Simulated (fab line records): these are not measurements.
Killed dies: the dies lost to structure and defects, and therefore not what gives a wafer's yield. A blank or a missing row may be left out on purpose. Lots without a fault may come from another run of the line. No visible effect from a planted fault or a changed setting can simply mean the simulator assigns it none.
Split-lot trial ; flow n5 finfet ; 7 lots, 21 wafers read, on a route of 1938 steps

ON THE SPLIT
At N5_SD_ACTIVATION_LSA_01 (time 0.0008 s), the setting temp c was moved away from the recipe's 1080 C on 8 of the 21 wafers read, by -3.0% to -0.9%. The other wafers ran this setting at the recipe's value.

Between the split and the reading, the file records no step.

THE READING
RS_SD_N (ohm/sq), read at N5_SD_ACTIVATION_RS_MEAS_03 with a four-point probe. Typical for fault-free wafers on this fab line: 22.0 ohm/sq, with standard deviation 0.31 ohm/sq.

wafer;tool, chamber at the split;temp c as run, C;against the recipe;RS_SD_N, ohm/sq;against lot-mates on the recipe
L074.1;laser anneal-01, 0;1070;-0.9%;23.2;+1.0
L074.5;laser anneal-01, 0;1080;recipe;22.6;-
L074.6;laser anneal-01, 0;1080;recipe;21.8;-
L076.4;laser anneal-01, 0;1080;recipe;21.7;-
L076.5;laser anneal-01, 0;1062;-1.7%;23.9;+2.2
L076.6;laser anneal-01, 0;1062;-1.7%;24.1;+2.4
L081.3;laser anneal-02, 0;1048;-3.0%;25.4;+3.3
L081.5;laser anneal-02, 0;1048;-3.0%;25.1;+3.0
L081.6;laser anneal-02, 0;1080;recipe;22.1;-
L086.1;laser anneal-01, 0;1080;recipe;21.9;-
L086.3;laser anneal-01, 0;1080;recipe;22.1;-
L086.6;laser anneal-01, 0;1080;recipe;22.0;-
L089.1;laser anneal-01, 0;1080;recipe;22.0;-
L089.2;laser anneal-01, 0;1080;recipe;22.6;-
L089.4;laser anneal-01, 0;1080;recipe;22.0;-
L090.1;laser anneal-02, 0;1080;recipe;21.9;-
L090.3;laser anneal-02, 0;1080;recipe;21.6;-
L090.5;laser anneal-02, 0;1080;recipe;21.9;-
L091.2;laser anneal-01, 0;1070;-0.9%;23.4;no lot-mate on the recipe
L091.4;laser anneal-01, 0;1070;-0.9%;23.3;no lot-mate on the recipe
L091.5;laser anneal-01, 0;1070;-0.9%;23.2;no lot-mate on the recipe

THE FIT
A straight line over all 21 wafers: RS_SD_N changes by -1.13 ohm/sq for each +1% of temp c; r = -0.97; the points scatter about the line by 0.27 ohm/sq.
The same after taking each lot's own level away (the mean of its wafers on the recipe; 18 wafers): -1.13 ohm/sq for each +1%; r = -0.98; scatter 0.27 ohm/sq.
On that fit, the largest move of temp c shifts the reading by 3.3 ohm/sq.
Across the lots, their own levels run from 21.70 to 22.20 ohm/sq, a range of 1.6 times the standard deviation given above.
So the lot-to-lot level changes the slope little: the two slopes agree.
Check: with one of the wafers moved furthest among these (-3.0%) left out of the fit, the line predicts +3.4 ohm/sq for it against its lot-mates. Against them it came out at +3.3 ohm/sq.
Tool readings at the split's step, against how far the setting was moved: wafer_temp_C_max r = +0.99.

THE WHOLE CHAIN: every reading that the file lists as answering this split, in the file's order
step;what it does;reading;change (the file's fit);r (the file's)
N5_SD_ACTIVATION_LSA_01;time 0.0008 s;wafer_temp_C_max;withheld for each +1% of the setting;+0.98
N5_SD_ACTIVATION_RS_MEAS_03;measures by four-point-probe;RS_SD_N;-1.12 for each +1% of the setting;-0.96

THE FILE'S OWN FIT
RS_SD_N changes by -1.12 ohm/sq for each +1% of temp c, r = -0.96.
